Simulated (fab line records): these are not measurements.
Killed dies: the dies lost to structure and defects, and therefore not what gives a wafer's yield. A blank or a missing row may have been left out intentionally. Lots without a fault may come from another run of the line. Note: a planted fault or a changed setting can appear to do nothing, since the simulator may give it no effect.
Chamber matching | flow n5-finfet | N5_FIN_SAQP_ALD_61 on ald-sin-02: 4 sister chambers
The step deposits SiO2, target thk 4 nm, pulse time 1 s, purge time 2 s. 4 wafers are shown with their chamber, then 7 later ones without.

== WAFERS PAIRED WITH THEIR CHAMBERS ==
wafer  | chamber | heater-power-w (W)
L077.6 | 2       | 485
L081.2 | 0       | 589
L082.2 | 3       | 375
L082.4 | 1       | 440

== WAFERS WHOSE CHAMBER IS MISSING ==
wafer  | heater-power-w (W)
L082.5 | 591
L084.1 | 424
L084.4 | 581
L084.5 | 471
L095.3 | 440
L095.5 | 459
L095.6 | 365

== CHAMBER TAKEN BY EACH ==
wafer  | from the rows above     | in truth
L082.5 | 0                       | 0
L084.1 | 1                       | 1
L084.4 | 0                       | 0
L084.5 | can't be placed: 2 or 1 | 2
L095.3 | 1                       | 1
L095.5 | can't be placed: 1 or 2 | 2
L095.6 | 3                       | 3
Placed correctly: 5 of 7. From these rows, 2 cannot be placed; in 2 the true chamber is one of the candidates. Wrongly placed: 0.
How it was worked out, from the rows above alone: a wafer's distance from a chamber is the root of the sum, over the readings, of the square of ((its reading less the chamber's mean) divided by the reading's scatter). The wafer belongs to the nearest chamber; if the next one is less than 2 further off, it can't be placed. The mean given for a chamber averages the wafers shown for that chamber. The scatter: with one shown wafer a chamber, the root of the mean of the squares of how far each hidden wafer lies from its nearest shown one.
